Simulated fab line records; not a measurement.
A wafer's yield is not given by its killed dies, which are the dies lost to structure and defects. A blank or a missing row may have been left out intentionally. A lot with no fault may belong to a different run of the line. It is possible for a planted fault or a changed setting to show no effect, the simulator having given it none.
Matching of chambers    flow nand_harc    NHARC_A_STAIRCASE_DESCUM_186 on rie_diel-03 has 4 sister chambers
The step chemistry O2, time 3 s. 4 wafers are shown with their chamber, then 8 later ones without.

WAFERS, EACH WITH ITS CHAMBER
wafer   chamber  drypump_motor_current_A (A)
L084.3  3        6.0
L087.5  0        5.1
L087.6  1        4.9
L089.1  2        5.2

WAFERS MISSING THEIR CHAMBER
wafer   drypump_motor_current_A (A)
L089.3  6.1
L089.4  4.9
L090.4  5.2
L090.5  5.1
L090.6  6.0
L091.2  6.0
L091.4  5.1
L091.5  5.2

WHICH CHAMBER EACH WENT THROUGH
wafer   from the rows above  in truth
L089.3  3                    3
L089.4  1                    1
L090.4  2                    2
L090.5  0                    0
L090.6  3                    3
L091.2  3                    3
L091.4  0                    0
L091.5  2                    2
Correctly placed: 8 of 8. Number that these rows cannot place: 0. Placed wrongly: 0.
How it was worked out, from the rows above alone: a wafer's distance from a chamber is the root of the sum, over the readings, of the square of ((its reading less the chamber's mean) divided by the reading's scatter). If the next closest chamber is less than 2 further off than the closest, the wafer can't be placed; otherwise it belongs to the closest. Each chamber's mean is taken over the wafers shown for it. The scatter: with one shown wafer a chamber, the root of the mean of the squares of how far each hidden wafer lies from its nearest shown one.
